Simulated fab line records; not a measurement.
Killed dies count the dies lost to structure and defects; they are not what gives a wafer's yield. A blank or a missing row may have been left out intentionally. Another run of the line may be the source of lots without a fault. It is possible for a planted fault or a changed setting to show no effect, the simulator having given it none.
fab line records	flow n5_finfet
record: lots: 4	wafers: 12	last_day: 16
route steps=1938 shown MOL_CONTACT_COAG@621 BEOL_M0_SAQP@632 BEOL_M0@743 BEOL_M4@1111
lots with no fault: from the same line, run without faults
start_h: the number of hours between the record's first day and the start of the first shown wafer of the lot	wait_h: hours from the lot's prior step to this one	" identical to the entry in the row above	L1.1+2: several wafers, shown together as one row	- no value, or no start was given	* or withheld: withheld	< > ~ a bound
route shown NAME@n: a module of which the file shows steps, and the number in the route of the first	usual: mean/standard deviation taken from wafers without a fault	same: alike in all rows	chamber/n: place in a boat	sites: per-site readings	_std_site: standard deviation across them	_edge_site: mean of outer sites minus mean of inner sites	radius_mm: for every site, how far away it sits from the centre of the wafer	mask NAME#n: copy n	behind: the last tool/chamber to shape the wafer	hold: what put the lot on hold/how long, in hours/how the hold closed	device: which transistor (n, p or np) failed to switch	end of line: the tests these same wafers got at the end of their route	where a step has no rows: the recipe by itself	killed: not the wafer's yield, but the dies lost to structure and defects at the first sort	map: a wafer's dies, marking killed ones x, the rest . and places with no die _
set.NAME: the setting the step ran with; set.NAME@STEP: the setting that earlier step ran with	model.NAME: the simulator's own value behind a step, which no gauge read
lots at some steps of the route; a table a step, a row a wafer
services: from which hour (start_h, from the record's first day; less than 0 if before it) a tool's chamber was out of use, for how many hours, and why
== steps ==
step: N5_MOL_CONTACT_COAG_SRD_139
recipe: dry: ipa_marangoni	time_s: 30	temp_c: 23	rinse_liquid: diw
step: N5_MOL_CONTACT_COAG_PRE_CLEAN_121
recipe: gas: H2/He	time_s: *	temp_c: withheld
step: N5_MOL_CONTACT_COAG_CVD_140
recipe: material: W	target_thk_a: 665	mode: selective_fill	temp_c: 300	time_s: 215
step: N5_MOL_CONTACT_COAG_PRECLEAN_127
recipe: chemistry: DIW	time_s: 57.5	temp_c: 23
step: N5_MOL_CONTACT_COAG_SRD_128
recipe: dry_time_s: 32	dry: n2_spin	spin_rpm: 1500
step: N5_MOL_CONTACT_COAG_CMP_52
recipe: stop_on: SiO2	t_overpolish_s: 1.5	post_cmp_clean: w_dilute_nh4oh	down_force_psi: 4	platen_rpm: 50.289	pad_velocity_m_s: 1.0006	target_thk_nm: 66.5
step: N5_MOL_CONTACT_COAG_ANNEAL_112
recipe: temp_c: 400	time_s: 1800	ambient: HPD2	pressure_atm: 10
step: N5_BEOL_M0_SAQP_PECVD_00
recipe: material: SiCN	target_thk_a: 80	temp_c: withheld	precursor: 3MS/NH3	pressure_torr: 3	rf_w: 202	time_s: 14
step: N5_BEOL_M0_SAQP_ILD_DEP_01
recipe: material: SiOC	target_thk_a: 454.19	temp_c: 350	precursor: DEMS/O2	pressure_torr: 5	rf_w: 500	time_s: 8.7
usual: heater_power_w: 531/65	showerhead_plenum_p_Torr: 5.689/0.015	throttle_valve_pct: 11.6/0.67
lot.wafer	tool	chamber	start_h	wait_h	heater_power_w	showerhead_plenum_p_Torr	throttle_valve_pct	model.SiOC_of_BEOL_M0_SAQP_ILD_DEP_01.thk_nm
L745.2	pecvd-03	1	185.78	0.0	495	5.698	11.6	44.8
L745.4	"	0	"	"	564	5.681	12.7	45.4
L745.5	"	2	"	"	661	5.677	11.5	45.6
L746.2	pecvd-03	2	194.22	0.0	625	5.677	11.5	42.8
L746.3	"	2	"	"	617	5.677	11.7	45.4
L746.5	"	2	"	"	622	5.678	11.5	45
L748.2	pecvd-03	0	202.83	0.0	569	5.697	12.6	43
L748.5	"	1	"	"	472	5.710	11.5	45.8
L748.6	"	0	"	"	565	5.691	12.8	43.8
L751.2	pecvd-01	1	221.10	0.0	551	5.688	11.5	44.8
L751.5	"	1	"	"	549	5.697	11.3	45.2
L751.6	"	0	"	"	561	5.717	13.0	44.6
step: N5_BEOL_M0_SAQP_HM_DEP_02
recipe: material: TiN	target_thk_a: 120	temp_c: 25	chamber_pressure_pa: 0.49996
step: N5_BEOL_M0_SAQP_PECVD_03
recipe: material: SiCN	target_thk_a: 120	temp_c: withheld	precursor: 3MS/NH3	pressure_torr: 3	rf_w: 202	time_s: 21.1
step: N5_BEOL_M0_SAQP_PECVD_96
recipe: material: a-Si	target_thk_a: 450	temp_c: 350	precursor: SiH4/He	pressure_torr: 3	rf_w: 100	time_s: 45.2
step: N5_BEOL_M0_SAQP_PECVD_97
recipe: material: SiNx	target_thk_a: 230	temp_c: 350	precursor: SiH4/NH3/N2	pressure_torr: 1.5	rf_w: 300	time_s: 19.9
step: N5_BEOL_M0_SAQP_PECVD_04
recipe: material: a-Si	target_thk_a: 600	temp_c: 350	precursor: SiH4/He	pressure_torr: 3	rf_w: 100	time_s: 60.2
step: N5_BEOL_M0_SAQP_HM_DEP_111
recipe: material: SiO2	target_thk_a: 120	temp_c: 400	precursor: SiH4/N2O	pressure_torr: 0.75	rf_w: 275	time_s: 7.2
step: N5_BEOL_M0_SAQP_COAT_81
recipe: resist: SOC	temp_c: 250	time_s: 60	spin_rpm: 1500	resist_thk_nm: 100
step: N5_BEOL_M0_SAQP_COAT_82
recipe: resist: SiARC	temp_c: 220	time_s: 60	spin_rpm: 1500	resist_thk_nm: 30
step: N5_BEOL_M0_SAQP_COAT_08
recipe: resist: CAR-ArF	spin_rpm: 1500	resist_thk_nm: 90
step: N5_BEOL_M0_SAQP_EBR_10
recipe: solvent: PGMEA	ebr_width_mm: 1.5
step: N5_BEOL_M0_SAQP_SOFTBAKE_09
recipe: temp_c: 110	time_s: 60	resist: CAR-ArF
step: N5_BEOL_M0_SAQP_EXPOSE_11
recipe: mask_id: M0_CORE	na: 1.35	source_shape: dipole	sigma_inner: 0.538	sigma_outer: 0.738	polarization: te	target_cd_nm: 42	dose_mj: 55
step: N5_BEOL_M0_SAQP_PEB_12
recipe: peb_temp_c: withheld	peb_time_s: 60	resist: CAR-ArF
step: N5_BEOL_M0_SAQP_DEVELOP_13
recipe: develop_time_s: 30	developer: TMAH	resist: CAR-ArF	dev_temp_c: 23	rinse_liquid: diw	dry: air_spin
step: N5_BEOL_M0_SAQP_DESCUM_19
recipe: chemistry: O2	time_s: 7.9	source_power_w: 50	bias_power_w: 20	pressure_mtorr: 20	rf_frequency_hz: 2.712e+07	temp_c: 40	resist: CAR-ArF	o2_flow_sccm: 225
step: N5_BEOL_M0_SAQP_ETCH_83
recipe: chemistry: CF4	target: SiARC	target_depth_a: 390	mask_material: CAR-ArF	time_s: 65	ion_energy_ev: 80	pressure_mtorr: 40	source_w: 545	bias_w: 36	Ar_flow_sccm: 100	cf4_flow_sccm: 100	ends: cleared
step: N5_BEOL_M0_SAQP_ETCH_84
recipe: chemistry: N2/H2	target: SOC	target_depth_a: 1000	overetch_a: 200	mask_material: SiARC	temp_c: 40	time_s: 150	ion_energy_ev: 200	pressure_mtorr: 30	source_w: 840	bias_w: 150	n2_flow_sccm: 200	h2_flow_sccm: 200
step: N5_BEOL_M0_SAQP_STRIP_80
recipe: chemistry: N2/H2	temp_c: 40	n2_flow_sccm: 200	h2_flow_sccm: 200	rf_frequency_hz: 6e+07
step: N5_BEOL_M0_SAQP_HM_OPEN_112
recipe: chemistry: CHF3/O2	target: SiO2	stop_on: a-Si	target_depth_a: 120	over_etch_frac: 1.25	mask_material: SOC	time_s: 13.5	pressure_mtorr: 30	source_w: 650	bias_w: 170	Ar_flow_sccm: 200	CHF3_flow_sccm: 50	O2_flow_sccm: 5	ion_energy_ev: 200	ends: end_point
step: N5_BEOL_M0_SAQP_STRIP_113
recipe: chemistry: CHF3/O2	resist: SiARC	rf_frequency_hz: 6e+07
step: N5_BEOL_M0_SAQP_MANDREL_ETCH_20
recipe: target_depth_a: 600	chemistry: HBr/Cl2	target: a-Si	stop_on: SiNx	bt_time_s: 10	mask_material: SOC	over_etch_frac: 0.5	time_s: 30	pressure_mtorr: 10	icp_w: 800	bias_w: 75	HBr_flow_sccm: 150	Cl2_flow_sccm: 80	ends: end_point
step: N5_BEOL_M0_SAQP_STRIP_86
recipe: chemistry: N2/H2	power_w: 500	temp_c: 40	pressure_mtorr: 50	rf_frequency_hz: 6e+07	overash_fraction: 0.3	bias_power_w: 28	h2_frac: 0.5	n2_flow_sccm: 300	h2_flow_sccm: 300
step: N5_BEOL_M0_SAQP_STRIP_115
recipe: chemistry: post_etch_residue_remover	time_s: 60	temp_c: 25	remover_ph: withheld	remover_water_wt_pct: withheld	remover_fluoride_wt_pct: withheld
step: N5_BEOL_M0_SAQP_SRD_93
recipe: dry: ipa_marangoni	time_s: 30	temp_c: 23	rinse_liquid: diw
step: N5_BEOL_M0_SAQP_RECESS_114
recipe: chemistry: HF/NH3	target: SiO2	target_depth_a: 144	afs_cycles: 3	temp_c: 30	sublimation_temp_c: 180	sublimation_time_s: 60
step: N5_BEOL_M0_CMP_120
recipe: stop_on: SiOC	t_overpolish_s: 6.9	down_force_psi: 1	platen_rpm: 50	clearing_platen_down_force_psi: 1.5	clearing_platen_rpm: 50	post_cmp_clean: cu_alkaline	clearing_platen_pad_velocity_m_s: 0.99484	pad_velocity_m_s: 0.99484
usual: barrier_field_endpoint_s: 3.64/0.13	motor_current_A: 6.0/0.78	overpolish_run_s: 6.900/0.0089	time_to_endpoint_s: 63/3
lot.wafer	tool	chamber	start_h	wait_h	barrier_field_endpoint_s	motor_current_A	overpolish_run_s	time_to_endpoint_s	model.SiOC_of_BEOL_M0_SAQP_ILD_DEP_01.thk_nm
L745.2	cmp-02	1	200.91	0.3	3.93	5.1	6.899	71	38.8
L745.4	"	2	"	"	3.88	5.7	6.894	66	39.4
L745.5	"	0	"	"	3.85	7.1	6.884	67	39.4
L746.3	cmp-02	2	211.40	0.2	3.66	5.4	6.903	68	39.4
L746.2	"	3	"	"	3.66	6.0	6.899	63	36.8
L746.5	"	1	"	"	3.77	4.8	6.914	65	39
L748.2	cmp-03	2	219.17	0.2	3.45	6.0	6.885	60	37
L748.5	"	1	"	"	3.62	5.6	6.905	58	39.8
L748.6	"	2	"	"	3.59	6.0	6.905	60	37.8
L751.2	cmp-04	3	235.99	0.3	3.55	5.1	6.904	64	38.6
L751.5	"	3	"	"	3.61	5.2	6.914	64	39
L751.6	"	0	"	"	3.80	7.4	6.898	67	38.4
step: N5_BEOL_M4_RC_MEAS_101
usual: DIBL_N: 35.7/1.3	DIBL_P: 35.4/1.8	IOFF_N: 0.152/0.027	IOFF_P: 0.20/0.034	ION_N: 672/9.8	ION_P: 461/7.5	SS_N: 71.4/0.55	SS_P: 73.1/0.61	VT_N: 251/3.3	VT_P: -251/3.6
lot.wafer	tool	chamber	start_h	wait_h	DIBL_N[mV/V]	DIBL_P[mV/V]	IOFF_N[nA/um]	IOFF_P[nA/um]	ION_N[uA/um]	ION_P[uA/um]	SS_N[mV/dec]	SS_P[mV/dec]	VT_N[mV]	VT_P[mV]
L745.2	prober-02	0	241.49	0.4	35.9	35.9	0.141	0.19	665	454	71.2	73.2	253	-252
L745.4	"	0	"	"	37.2	36.9	0.161	0.21	675	454	72.1	73.0	250	-253
L745.5	"	0	"	"	34.6	33.9	0.126	0.17	658	454	71.0	72.2	255	-256
L746.2	prober-01	0	260.74	0.2	36.5	36.6	0.170	0.22	673	462	72.3	72.7	250	-250
L746.3	"	0	"	"	34.8	33.9	0.130	0.18	656	457	72.4	72.2	252	-253
L746.5	"	0	"	"	38.1	38.5	0.192	0.25	676	458	72.1	74.1	249	-248
L748.2	prober-01	0	261.97	0.2	37.5	37.0	0.169	0.22	674	457	71.8	73.7	252	-250
L748.5	"	0	"	"	34.6	34.2	0.122	0.18	654	456	70.9	72.1	251	-252
L748.6	"	0	"	"	35.6	34.3	0.138	0.19	668	458	71.7	72.8	250	-250
L751.2	prober-01	0	275.59	0.2	36.0	35.4	0.157	0.20	685	462	71.1	72.8	249	-251
L751.5	"	0	"	"	35.7	35.3	0.148	0.20	678	469	71.1	72.9	250	-249
L751.6	"	0	"	"	36.7	36.2	0.167	0.21	680	463	72.1	73.5	251	-251
== services ==
tool	chamber	start_h	hours	kind
cmp-02	-	163.29	4.1	repair
cmp-03	-	175.35	4.0	pm
cmp-03	-	179.35	-	consumable_replace:conditioner
cmp-03	-	179.35	-	consumable_replace:pad
pecvd-03	1	193.72	6.0	repair
cmp-02	-	198.41	1.0	repair
cmp-04	-	203.01	6.4	repair
pecvd-01	-	224.56	28.1	pm
== key ==
first_sign none at tools or gauges
model_effect: step: N5_BEOL_M0_SAQP_ILD_DEP_01	value: SiOC_of_BEOL_M0_SAQP_ILD_DEP_01.thk_nm	without: 45.2	struck: 43.2
model_effect: step: N5_BEOL_M0_CMP_120	value: SiOC_of_BEOL_M0_SAQP_ILD_DEP_01.thk_nm	without: 39.13	struck: 37.2
met_at N5_BEOL_M0_SAQP_ILD_DEP_01
struck_wafers L746.2,L748.2,L748.6
onset_between 185.78 194.22
fault: kind: process_parameter_drift	tool: pecvd-03	chamber: -	onset_h: 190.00	steps: N5_BEOL_M0_SAQP_ILD_DEP_01	channel: time_s	offset: *	shape: step	end_h: 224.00	scope: struck_wafers_only	acts_in: *	stated: *
